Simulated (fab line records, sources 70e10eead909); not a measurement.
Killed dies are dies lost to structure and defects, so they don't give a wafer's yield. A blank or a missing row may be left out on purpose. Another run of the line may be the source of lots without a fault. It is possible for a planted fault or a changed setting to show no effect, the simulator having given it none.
fab line records	flow nand_harc	part 1 of 2: steps 1 to 4 of 6
record lots=22	wafers=66	last_day=25
route steps=1159 shown A_STAIRCASE@670 A_SGD_CUT@762 A_SLIT@791
lots untouched by any fault: they come from a run of this same line in which no faults occurred
start_h: the number of hours between the record's first day and the start of the first shown wafer of the lot	wait_h: how many hours have passed since the lot's step before this one	" identical to the entry in the row above	L1.1+2: one row covering several wafers at once	- value missing, or start not given	* or withheld: withheld	< > ~ a bound
route shown NAME@n: a module of which the file shows steps, and the number in the route of the first	usual: mean/standard deviation taken from wafers without a fault	same: alike in all rows	chamber/n: place in a boat	sites: each site's reading	_std_site: standard deviation across them	_edge_site: outer sites' mean less inner sites'	radius_mm: how far each site lies from the wafer's centre	mask NAME#n: copy n	behind: tool/chamber where the wafer was last shaped	hold: what put the lot on hold/how long, in hours/how the hold closed	device: whichever transistor did not switch (one of n, p or np)	end of line: tests run on the same wafers once the route is complete	where a step has no rows: the recipe by itself	killed: not the wafer's yield, but the dies lost to structure and defects at the first sort	map: per-die view of a wafer (x killed, . not killed, _ where there is no die)
set.NAME: the setting as run; set.NAME@STEP: as run at that earlier step	model.NAME: the simulator's own value behind a step, which no gauge read
one table for each step of the route and one row for each wafer, over a sample of lots
services: a tool's chamber out of use, with start hour (start_h, from the record's first day; less than 0 if before it), hours out, and reason
## steps
# step NHARC_A_STAIRCASE_STRIP_295
# recipe o2_flow_sccm=500	ar_flow_sccm=0	bias_w=0	chemistry=O2
# usual drypump_motor_current_A=5.8/0.42	oes_product_au=1.005/0.015	rf_vpp_V=57.7/0.98	showerhead_plenum_p_Torr=3.52/0.2	throttle_valve_pct=17.036/0.009
lot.wafer	tool	chamber	start_h	wait_h	drypump_motor_current_A	oes_product_au	rf_hours_counter_h	rf_vpp_V	showerhead_plenum_p_Torr	throttle_valve_pct
L074.3	rie_diel-13	2	-	-	6.5	1.013	61	57.3	3.30	17.053
L074.2	"	3	"	"	6.3	1.021	63	58.9	3.68	17.038
L074.5	"	2	"	"	6.5	1.019	-	57.7	3.30	17.036
L075.2	rie_diel-12	0	-	-	5.1	0.993	25	58.9	3.79	17.055
L075.4	"	1	"	"	6.1	1.017	18	59.2	3.42	17.044
L075.3	"	2	"	"	6.2	1.010	21	58.4	3.32	17.034
L077.2	rie_diel-12	3	-	-	6.0	1.017	23	55.6	3.32	17.035
L077.3	"	1	"	"	6.1	1.007	18	57.4	3.42	17.040
L077.6	"	0	"	"	5.1	0.999	-	58.0	3.79	17.034
L078.3	rie_diel-12	2	-	-	6.2	0.994	22	57.0	3.32	17.042
L078.1	"	3	"	"	6.0	1.014	24	56.8	3.32	17.034
L078.5	"	1	"	"	6.0	1.024	-	57.0	3.42	17.039
L076.3	rie_diel-01	2	-	-	5.7	0.989	46	58.0	3.26	17.034
L076.1	"	3	"	"	6.1	1.012	50	57.6	3.39	17.057
L076.6	"	1	"	"	5.9	0.980	-	58.4	3.45	17.041
L079.1	rie_diel-13	0	-	-	5.5	1.022	2	59.0	3.77	17.025
L079.6	"	1	"	"	5.3	0.993	-	57.1	3.67	17.032
L079.5	"	2	"	"	6.5	1.034	-	57.9	3.30	17.026
L080.4	rie_diel-13	0	-	-	5.5	1.014	10	59.0	3.77	17.031
L080.6	"	2	"	"	6.4	1.023	-	57.1	3.29	17.045
L080.5	"	3	"	"	6.3	1.016	-	57.6	3.67	17.020
L083.2	rie_diel-01	1	-	-	5.9	0.974	60	58.3	3.45	17.046
L083.1	"	0	"	"	5.4	1.012	53	56.6	3.28	17.028
L083.6	"	1	"	"	5.9	0.968	-	58.4	3.45	17.049
L084.3	rie_diel-12	1	-	-	6.0	1.026	32	57.6	3.41	17.033
L084.4	"	2	"	"	6.2	1.027	35	56.7	3.31	17.049
L084.6	"	0	"	"	5.1	1.004	-	59.3	3.79	17.050
L086.3	rie_diel-01	3	-	-	6.1	0.997	1	58.8	3.38	17.036
L086.2	"	2	"	"	5.7	1.002	1	59.0	3.80	17.051
L086.5	"	0	"	"	5.4	1.000	-	57.7	3.81	17.033
L087.4	rie_diel-12	2	-	-	6.2	1.005	45	58.4	3.31	17.043
L087.6	"	3	"	"	6.0	1.025	-	57.3	3.31	17.013
L087.5	"	0	"	"	5.1	0.991	-	59.2	3.78	17.039
L085.2	rie_diel-12	3	-	-	6.0	1.011	45	58.7	3.31	17.041
L085.3	"	0	"	"	5.2	0.982	46	58.7	3.78	17.034
L085.6	"	3	"	"	6.0	1.013	-	56.9	3.31	17.028
L088.2	rie_diel-13	2	-	-	6.4	1.024	22	57.6	3.29	17.031
L088.4	"	0	"	"	5.5	1.012	26	57.7	3.76	17.043
L088.5	"	1	"	"	5.3	1.013	-	57.2	3.66	17.060
L089.4	rie_diel-01	1	-	-	5.9	0.982	9	56.5	3.44	17.028
L089.3	"	2	"	"	5.6	1.007	8	58.0	3.80	17.037
L089.1	"	0	"	"	5.4	0.990	8	58.2	3.80	17.032
L091.4	rie_diel-01	3	-	-	6.1	0.976	10	57.6	3.38	17.021
L091.6	"	1	"	"	5.9	0.975	-	57.7	3.44	17.042
L091.5	"	2	"	"	5.7	0.997	-	59.2	3.80	17.023
L090.3	rie_diel-12	1	-	-	6.0	1.004	47	58.2	3.40	17.035
L090.6	"	1	"	"	6.0	1.000	-	56.5	3.40	17.037
L090.5	"	2	"	"	6.2	1.004	-	58.8	3.30	17.045
L092.3	rie_diel-12	2	-	-	6.2	1.015	56	56.5	3.30	17.036
L092.4	"	3	"	"	6.0	1.020	55	57.5	3.30	17.047
L092.6	"	1	"	"	6.1	1.008	-	56.4	3.40	17.049
L094.4	rie_diel-12	1	-	-	6.1	1.001	51	55.9	3.40	17.039
L094.6	"	3	"	"	6.0	1.020	-	56.0	3.30	17.032
L094.5	"	0	"	"	5.2	0.994	-	57.8	3.77	17.018
L093.1	rie_diel-01	3	-	-	6.1	0.988	21	57.4	3.37	17.048
L093.3	"	2	"	"	5.7	1.010	18	58.7	3.79	17.031
L093.4	"	2	"	"	5.7	1.005	-	59.0	3.79	17.024
L095.1	rie_diel-13	1	-	-	5.3	1.011	36	58.2	3.65	17.032
L095.6	"	2	"	"	6.5	1.017	-	57.7	3.28	17.029
L095.5	"	3	"	"	6.3	1.020	-	58.7	3.65	17.028
L097.3	rie_diel-13	1	-	-	5.3	1.008	41	59.3	3.65	17.023
L097.1	"	2	"	"	6.4	1.011	41	58.2	3.28	17.040
L097.6	"	0	"	"	5.5	1.010	-	58.2	3.74	17.039
L096.1	rie_diel-13	1	-	-	5.3	1.013	43	57.2	3.65	17.045
L096.4	"	3	"	"	6.3	1.003	48	57.4	3.65	17.027
L096.2	"	0	"	"	5.5	1.012	48	58.9	3.74	17.037
# step NHARC_A_STAIRCASE_HM_OPEN_463
# recipe o2_flow_sccm=400	cos_flow_sccm=20	ar_flow_sccm=0	rf_w=500	bias_w=300	chemistry=O2/COS
# usual drypump_motor_current_A=5.8/0.43	oes_product_au=1.004/0.015	rf_vpp_V=467/4	showerhead_plenum_p_Torr=3.12/0.18	throttle_valve_pct=28.330/0.0088
lot.wafer	tool	chamber	start_h	wait_h	drypump_motor_current_A	oes_product_au	rf_hours_counter_h	rf_vpp_V	showerhead_plenum_p_Torr	throttle_valve_pct
L074.3	rie_diel-12	3	-	-	6.0	1.013	20	463	2.94	28.333
L074.2	"	1	"	"	6.0	1.021	16	466	3.03	28.313
L074.5	"	0	"	"	5.2	0.987	-	473	3.36	28.330
L075.3	rie_diel-01	1	-	-	5.9	0.975	46	466	3.05	28.319
L075.4	"	2	"	"	5.7	0.984	45	463	2.88	28.327
L075.2	"	0	"	"	5.4	0.999	39	462	2.90	28.322
L077.3	rie_diel-13	0	-	-	5.5	1.032	63	472	3.34	28.327
L077.2	"	1	"	"	5.3	0.998	62	470	3.25	28.339
L077.6	"	3	"	"	6.3	1.009	-	469	3.25	28.328
L078.3	rie_diel-01	3	-	-	6.1	0.998	50	465	3.00	28.313
L078.1	"	0	"	"	5.4	0.998	41	462	2.90	28.316
L078.5	"	1	"	"	5.9	0.971	-	465	3.05	28.331
L076.3	rie_diel-12	2	-	-	6.2	1.000	26	463	2.93	28.332
L076.1	"	0	"	"	5.1	0.985	29	472	3.36	28.331
L076.6	"	2	"	"	6.2	1.009	-	463	2.93	28.335
L079.1	rie_diel-01	1	-	-	5.9	0.978	53	466	3.05	28.312
L079.6	"	0	"	"	5.4	1.012	-	461	2.90	28.330
L079.5	"	1	"	"	5.9	0.974	-	464	3.05	28.343
L080.4	rie_diel-13	2	-	-	6.5	1.020	10	463	2.91	28.335
L080.5	"	1	"	"	5.3	1.004	-	469	3.25	28.332
L080.6	"	2	"	"	6.5	1.021	-	463	2.91	28.324
L084.3	rie_diel-13	3	-	-	6.3	1.011	13	471	3.25	28.322
L084.4	"	0	"	"	5.5	1.024	12	472	3.33	28.329
L084.6	"	0	"	"	5.5	1.021	-	473	3.33	28.332
L083.1	rie_diel-12	2	-	-	6.2	1.011	36	462	2.93	28.334
L083.2	"	0	"	"	5.2	0.996	38	472	3.35	28.322
L083.6	"	3	"	"	6.0	1.014	-	464	2.93	28.320
L086.2	rie_diel-13	2	-	-	6.4	1.014	19	462	2.91	28.346
L086.3	"	1	"	"	5.3	1.010	19	469	3.24	28.332
L086.5	"	2	"	"	6.5	1.021	-	463	2.91	28.341
L087.4	rie_diel-13	1	-	-	5.3	1.017	20	469	3.24	28.330
L087.6	"	1	"	"	5.3	1.015	-	470	3.24	28.332
L087.5	"	2	"	"	6.4	1.034	-	463	2.91	28.316
L085.3	rie_diel-12	2	-	-	6.2	0.997	48	462	2.92	28.344
L085.2	"	3	"	"	6.0	1.007	47	462	2.93	28.321
L085.6	"	2	"	"	6.2	1.002	-	464	2.92	28.326
L088.2	rie_diel-12	2	-	-	6.2	1.001	50	464	2.92	28.337
L088.4	"	2	"	"	6.2	1.003	-	463	2.92	28.337
L088.5	"	3	"	"	6.0	1.010	-	463	2.92	28.341
L089.1	rie_diel-01	2	-	-	5.7	0.996	11	473	3.36	28.330
L089.4	"	3	"	"	6.1	0.993	13	465	2.99	28.337
L089.3	"	0	"	"	5.4	0.992	14	471	3.37	28.335
L091.4	rie_diel-13	1	-	-	5.3	1.007	28	471	3.24	28.317
L091.5	"	1	"	"	5.3	1.003	-	471	3.24	28.334
L091.6	"	2	"	"	6.5	1.010	-	462	2.90	28.335
L090.3	rie_diel-01	3	-	-	6.1	0.986	17	464	2.98	28.346
L090.5	"	3	"	"	6.1	0.981	-	464	2.98	28.327
L090.6	"	0	"	"	5.4	0.993	-	472	3.36	28.342
L092.4	rie_diel-01	3	-	-	6.1	0.989	17	465	2.98	28.324
L092.3	"	0	"	"	5.4	0.995	17	473	3.36	28.328
L092.6	"	0	"	"	5.4	0.995	-	472	3.36	28.331
L094.4	rie_diel-13	3	-	-	6.3	1.021	37	470	3.23	28.345
L094.6	"	1	"	"	5.3	1.008	-	469	3.23	28.323
L094.5	"	2	"	"	6.5	1.016	-	463	2.90	28.333
L093.4	rie_diel-13	3	-	-	6.3	1.018	41	468	3.23	28.350
L093.3	"	0	"	"	5.5	1.003	41	471	3.32	28.338
L093.1	"	2	"	"	6.5	1.008	36	463	2.90	28.324
L095.1	rie_diel-13	2	-	-	6.4	1.016	37	462	2.90	28.332
L095.6	"	3	"	"	6.3	1.014	-	469	3.23	28.319
L095.5	"	0	"	"	5.5	1.016	-	470	3.32	28.337
L097.3	rie_diel-13	0	-	-	5.5	1.004	47	473	3.32	28.336
L097.1	"	2	"	"	6.4	1.025	42	463	2.90	28.330
L097.6	"	0	"	"	5.5	1.010	-	472	3.32	28.326
L096.4	rie_diel-13	3	-	-	6.3	1.007	49	470	3.23	28.349
L096.2	"	0	"	"	5.5	1.016	50	472	3.31	28.317
L096.1	"	1	"	"	5.3	1.015	45	469	3.23	28.353
# step NHARC_A_STAIRCASE_CMP_472
# recipe material=SiO2
# usual motor_current_A=12.3/1.3	retaining_ring_pressure_frac=1.000/0.0054	slurry_filter_dp_kPa=13.50/0.14
lot.wafer	tool	chamber	start_h	wait_h	motor_current_A	retaining_ring_pressure_frac	slurry_filter_dp_kPa
L074.2	cmp-03	0	312.89	0.2	11.4	1.008	13.50
L074.3	"	1	"	"	10.1	1.001	13.36
L074.5	"	0	"	"	12.0	1.006	13.71
L075.2	cmp-02	3	318.89	0.3	12.5	0.999	13.62
L075.4	"	0	"	"	12.9	0.995	13.77
L075.3	"	1	"	"	13.3	0.997	13.77
L077.3	cmp-01	2	319.13	0.2	12.9	0.993	13.46
L077.2	"	3	"	"	11.9	0.987	13.32
L077.6	"	1	"	"	15.4	1.005	13.42
L078.1	cmp-02	3	323.80	0.2	12.3	1.003	13.60
L078.3	"	2	"	"	11.2	0.996	13.46
L078.5	"	3	"	"	12.1	1.003	13.46
L076.3	cmp-01	0	323.97	0.2	10.9	0.998	13.71
L076.1	"	3	"	"	12.0	0.993	13.58
L076.6	"	0	"	"	11.2	0.996	13.29
L079.1	cmp-02	0	343.27	0.2	12.8	0.998	13.18
L079.5	"	0	"	"	12.6	1.005	13.31
L079.6	"	1	"	"	13.1	1.009	13.68
L080.4	cmp-01	1	359.01	0.2	14.9	0.998	13.46
L080.6	"	3	"	"	12.8	1.003	13.28
L080.5	"	0	"	"	11.6	1.002	13.66
L084.4	cmp-01	2	360.72	0.1	12.5	1.011	13.65
L084.3	"	3	"	"	12.3	0.993	13.43
L084.6	"	3	"	"	11.2	1.003	13.73
L083.2	cmp-02	1	360.81	0.3	14.0	1.002	13.68
L083.1	"	3	"	"	12.8	1.000	13.54
L083.6	"	2	"	"	10.8	1.010	13.51
L087.4	cmp-02	3	382.65	0.2	12.8	1.004	13.56
L087.5	"	1	"	"	13.5	1.001	13.52
L087.6	"	2	"	"	11.3	1.005	13.55
L086.2	cmp-01	2	382.82	0.3	12.6	1.003	13.50
L086.3	"	3	"	"	11.8	1.007	13.52
L086.5	"	1	"	"	15.4	1.001	13.65
L085.2	cmp-02	0	382.90	0.2	12.3	0.999	13.68
L085.3	"	3	"	"	12.0	0.999	13.46
L085.6	"	0	"	"	13.4	0.996	13.39
L088.4	cmp-02	2	394.26	0.2	11.9	1.005	13.45
L088.2	"	3	"	"	12.6	0.999	13.42
L088.5	"	0	"	"	13.2	1.004	13.35
L091.4	cmp-01	0	406.12	0.2	10.9	0.994	13.40
L091.6	"	3	"	"	12.6	0.997	13.42
L091.5	"	0	"	"	11.4	0.998	13.53
L089.4	cmp-03	3	406.60	0.1	11.0	1.000	13.60
L089.1	"	0	"	"	11.8	0.993	13.35
L089.3	"	2	"	"	10.9	1.007	13.47
L092.4	cmp-01	2	410.90	0.2	12.3	1.005	13.40
L092.3	"	3	"	"	12.5	0.999	13.67
L092.6	"	3	"	"	11.8	1.005	13.41
L090.3	cmp-03	1	411.18	0.3	10.1	1.007	13.54
L090.5	"	0	"	"	12.4	1.005	13.35
L090.6	"	1	"	"	10.5	1.012	13.60
L093.4	cmp-02	0	420.55	0.1	13.6	1.001	13.39
L093.3	"	1	"	"	12.9	0.999	13.61
L093.1	"	3	"	"	11.6	0.988	13.65
L094.4	cmp-01	1	420.80	0.2	14.6	0.994	13.52
L094.6	"	2	"	"	12.4	0.990	13.37
L094.5	"	3	"	"	12.4	0.997	13.49
L095.1	cmp-03	2	435.93	0.3	9.8	1.009	13.57
L095.6	"	3	"	"	10.9	0.995	13.31
L095.5	"	0	"	"	12.6	1.003	13.34
L097.3	cmp-01	1	448.67	0.3	15.3	0.996	13.70
L097.1	"	2	"	"	12.7	1.000	13.33
L097.6	"	1	"	"	15.2	1.006	13.70
L096.2	cmp-02	1	455.05	0.3	13.2	1.010	13.47
L096.4	"	2	"	"	11.1	1.002	13.52
L096.1	"	3	"	"	11.9	1.003	13.29
# step NHARC_A_SGD_CUT_ETCH_58
# recipe target_depth_a=390	over_etch_frac=0.3	time_s=65	ion_energy_ev=80	cf4_flow_sccm=150	ar_flow_sccm=0	rf_w=300	bias_w=100	chemistry=CF4
# usual drypump_motor_current_A=5.5/0.55	oes_product_au=0.997/0.011	rf_vpp_V=151.6/1	showerhead_plenum_p_Torr=1.78/0.06	throttle_valve_pct=13.285/0.0089
lot.wafer	tool	chamber	start_h	wait_h	drypump_motor_current_A	oes_product_au	rf_hours_counter_h	rf_vpp_V	showerhead_plenum_p_Torr	throttle_valve_pct
L074.3	rie_diel-04	0	314.17	0.1	5.5	0.991	2	151.1	1.83	13.289
L074.2	"	1	"	"	6.0	0.992	2	151.5	1.81	13.279
L074.5	"	0	"	"	5.5	0.991	-	152.7	1.83	13.275
L075.3	rie_diel-04	1	320.26	0.1	6.0	0.987	2	151.9	1.81	13.289
L075.2	"	2	"	"	4.8	1.000	2	150.4	1.70	13.291
L075.4	"	0	"	"	5.4	0.980	3	153.6	1.83	13.294
L077.3	rie_diel-06	0	320.51	0.1	5.1	0.994	4	152.0	1.88	13.286
L077.2	"	1	"	"	4.8	1.018	4	151.9	1.86	13.291
L077.6	"	1	"	"	4.8	1.012	-	152.9	1.86	13.284
L078.1	rie_diel-04	3	325.22	0.1	5.6	0.981	4	152.0	1.74	13.273
L078.3	"	1	"	"	6.0	0.989	3	152.6	1.81	13.276
L078.5	"	3	"	"	5.6	0.990	-	150.1	1.74	13.270
L076.1	rie_diel-10	1	325.26	0.1	4.6	0.983	15	152.0	1.87	13.284
L076.3	"	2	"	"	6.3	0.995	14	150.8	1.71	13.279
L076.6	"	3	"	"	5.4	1.018	-	151.4	1.74	13.293
L079.1	rie_diel-06	3	344.56	0.1	6.4	0.986	5	149.1	1.76	13.289
L079.6	"	0	"	"	5.1	0.997	-	153.4	1.88	13.293
L079.5	"	1	"	"	4.8	1.000	-	151.7	1.86	13.272
L080.4	rie_diel-06	3	360.37	0.1	6.4	1.004	6	151.3	1.76	13.295
L080.5	"	2	"	"	5.7	0.995	-	152.4	1.75	13.289
L080.6	"	3	"	"	6.4	0.989	-	151.1	1.76	13.285
L084.4	rie_diel-06	3	362.12	0.1	6.4	0.990	7	152.0	1.76	13.285
L084.3	"	1	"	"	4.8	0.998	7	152.9	1.86	13.276
L084.6	"	3	"	"	6.5	0.992	-	151.0	1.76	13.289
L083.2	rie_diel-06	2	362.42	0.2	5.7	0.998	7	151.5	1.75	13.289
L083.1	"	3	"	"	6.4	1.005	7	151.7	1.76	13.291
L083.6	"	3	"	"	6.4	0.999	-	152.2	1.76	13.290
L087.4	rie_diel-06	1	384.03	0.1	4.8	1.006	8	153.0	1.86	13.277
L087.5	"	1	"	"	4.8	1.010	-	151.7	1.86	13.300
L087.6	"	2	"	"	5.7	1.004	-	149.0	1.75	13.290
L086.2	rie_diel-10	3	384.20	0.1	5.4	1.002	2	150.5	1.73	13.272
L086.3	"	1	"	"	4.6	1.019	2	152.4	1.86	13.281
L086.5	"	0	"	"	5.6	0.989	-	152.8	1.76	13.288
L085.2	rie_diel-04	0	384.24	0.1	5.5	0.983	11	152.2	1.82	13.280
L085.3	"	2	"	"	4.8	0.991	9	150.4	1.70	13.273
L085.6	"	0	"	"	5.5	0.985	-	151.6	1.82	13.291
L088.4	rie_diel-10	0	395.85	0.3	5.5	0.986	3	151.7	1.76	13.299
L088.2	"	1	"	"	4.6	1.018	3	152.7	1.86	13.271
L088.5	"	3	"	"	5.4	1.002	-	150.3	1.73	13.295
L091.4	rie_diel-06	1	407.52	0.1	4.8	1.012	10	153.3	1.86	13.275
L091.5	"	2	"	"	5.7	1.003	-	150.7	1.75	13.278
L091.6	"	3	"	"	6.4	0.998	-	151.9	1.76	13.269
L089.3	rie_diel-04	3	408.02	0.1	5.6	0.987	12	150.5	1.74	13.275
L089.4	"	0	"	"	5.5	0.982	12	151.9	1.82	13.288
L089.1	"	1	"	"	6.0	0.987	11	152.6	1.80	13.288
L092.3	rie_diel-06	0	412.18	0.1	5.1	0.993	10	151.5	1.88	13.284
L092.4	"	3	"	"	6.4	1.007	10	151.9	1.76	13.276
L092.6	"	1	"	"	4.8	1.007	-	152.6	1.86	13.296
L090.3	rie_diel-10	1	412.57	0.1	4.6	1.027	6	152.3	1.86	13.279
L090.6	"	0	"	"	5.5	0.978	-	151.8	1.76	13.288
L090.5	"	1	"	"	4.6	1.022	-	151.0	1.86	13.291
L093.4	rie_diel-04	2	421.96	0.1	4.8	0.978	13	151.6	1.69	13.280
L093.1	"	0	"	"	5.5	0.990	14	152.1	1.82	13.279
L093.3	"	1	"	"	6.0	0.991	12	152.7	1.80	13.299
L094.4	rie_diel-10	2	422.19	0.1	6.3	0.999	8	150.3	1.71	13.294
L094.6	"	1	"	"	4.6	1.013	-	153.2	1.86	13.284
L094.5	"	2	"	"	6.3	0.998	-	151.0	1.71	13.273
L095.1	rie_diel-10	2	437.35	0.1	6.3	0.988	9	151.7	1.71	13.292
L095.5	"	1	"	"	4.7	1.014	-	153.5	1.86	13.274
L095.6	"	2	"	"	6.3	0.993	-	150.2	1.71	13.283
L097.3	rie_diel-06	3	450.07	0.1	6.4	1.002	2	152.3	1.76	13.279
L097.1	"	0	"	"	5.1	1.009	2	152.6	1.88	13.286
L097.6	"	0	"	"	5.1	0.993	-	153.5	1.88	13.284
L096.1	rie_diel-10	3	456.56	0.1	5.4	1.006	11	151.2	1.73	13.291
L096.4	"	0	"	"	5.5	0.975	10	150.7	1.76	13.288
L096.2	"	1	"	"	4.6	1.030	10	152.8	1.86	13.283
